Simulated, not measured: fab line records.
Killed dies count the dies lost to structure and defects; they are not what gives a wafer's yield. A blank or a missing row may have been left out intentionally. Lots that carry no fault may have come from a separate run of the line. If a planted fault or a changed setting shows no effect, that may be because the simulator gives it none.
Which of the tools did it? | flow n5Finfet | Sampling: 12 lots, 36 wafers, 2 of 1938 route steps

== WHAT THE GAUGES SHOWED, per wafer ==
N5_BEOL_M4_OCD_MEAS_38.
lot  | measured     | on     | trenchDepthNm (nm)
L075 | day 7 21:11  | ocd-02 | 56.3 54.3 56.2
L077 | day 8 12:05  | ocd-02 | 54.1 56.1 55.6
L079 | day 8 23:23  | ocd-02 | 54.9 54.9 54.2
L083 | day 10 22:30 | ocd-02 | 53.5 54.5 56.5
L082 | day 11 09:59 | ocd-02 | 53.8 54.0 55.0
L084 | day 11 17:01 | ocd-01 | 54.0 56.5 54.4
L087 | day 11 17:08 | ocd-01 | 53.9 54.1 52.7
L090 | day 13 10:23 | ocd-02 | 54.4 54.9 52.9
L091 | day 12 23:16 | ocd-02 | 54.8 54.0 57.1
L093 | day 13 16:24 | ocd-02 | 54.6 57.1 54.6
L092 | day 14 01:12 | ocd-02 | 55.5 54.3 55.2
L097 | day 14 08:54 | ocd-01 | 54.1 55.9 55.6

== TOOL THAT RAN EACH LOT (tool first, then ch and the chambers of the sampled wafers, then the start) ==
lot  | N5_BEOL_M3_SPUTTER_94
L075 | pvdSputter-02, day 7 13:52
L077 | pvdSputter-02, day 8 02:10
L079 | pvdSputter-03, day 8 10:23
L083 | pvdSputter-03, day 9 15:46
L082 | pvdSputter-03, day 9 20:52
L084 | pvdSputter-03, day 10 06:37
L087 | pvdSputter-03, day 10 20:23
L090 | pvdSputter-01, day 12 08:50
L091 | pvdSputter-03, day 12 17:23
L093 | pvdSputter-01, day 12 22:35
L092 | pvdSputter-02, day 13 02:00
L097 | pvdSputter-02, day 13 22:22
- N5_BEOL_M3_SPUTTER_94: material Cu, target thk 4.5 nm, time 8.29 s.

== THE ANSWER, worked out from the rows above alone ==
Rule: what is usual is taken from the lots themselves. The widest of any qualifying gaps counts: lots, ordered by their means at a reading, are off when they make up no more than a third of the lots, leave a main group of 4 or more, and stand apart from it by 3 or more times the standard deviation of that group's means. The tables above print the reading to a certain number of digits; a main group whose means all agree to those digits is not used. Also off: a lot with no number at a reading for which 4 or more lots have one. Any other lot the step has rows for is counted as sound.
None of the lots is off at any reading shown; this tells nothing.

== WHAT THE SIMULATOR HAD PUT IN ==
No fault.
